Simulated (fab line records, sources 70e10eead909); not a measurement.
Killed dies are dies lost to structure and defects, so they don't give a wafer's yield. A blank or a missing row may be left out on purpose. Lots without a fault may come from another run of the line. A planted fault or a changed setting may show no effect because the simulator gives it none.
Chamber matching | flow nand_harc | NHARC_P_ZERO_WELL_DESCUM_13 on rie_diel-09: 4 sister chambers
The step chemistry O2, time 3 s. 7 wafers are shown with their chamber, then 7 later ones without.

WAFERS WITH THEIR CHAMBER
wafer  | chamber | drypump_motor_current_A (A) | oes_product_au (a.u.)
L423.4 | 0       | 6.5                         | 1.002
L434.1 | 3       | 5.7                         | 0.978
L434.5 | 3       | 5.7                         | 0.979
L435.3 | 2       | 6.1                         | 1.006
L435.6 | 1       | 6.2                         | 0.999
L436.1 | 1       | 6.2                         | 0.996
L436.2 | 0       | 6.4                         | 1.022

WAFERS WITHOUT THEIR CHAMBER
wafer  | drypump_motor_current_A (A) | oes_product_au (a.u.)
L436.6 | 6.4                         | 1.026
L437.3 | 5.7                         | 0.980
L437.4 | 6.5                         | 1.013
L437.6 | 6.1                         | 1.005
L441.1 | 5.7                         | 0.986
L441.2 | 6.1                         | 1.003
L441.5 | 6.4                         | 1.006

WHICH CHAMBER EACH WENT THROUGH
wafer  | from the rows above | in truth
L436.6 | 0                   | 0
L437.3 | 3                   | 3
L437.4 | 0                   | 0
L437.6 | 2                   | 2
L441.1 | 3                   | 3
L441.2 | 2                   | 2
L441.5 | 0                   | 0
Placed correctly: 7 of 7. Can't be placed from these rows: 0. Placed wrongly: 0.
How it was worked out, from the rows above alone: a wafer's distance from a chamber is the root of the sum, over the readings, of the square of ((its reading less the chamber's mean) divided by the reading's scatter). The wafer belongs to the nearest chamber; if the next one is less than 2 further off, it can't be placed. A chamber's mean is the mean of its shown wafers. The scatter: the root of (the sum of the squares of (reading less its chamber's mean) over the shown wafers, divided by (wafers less chambers)).
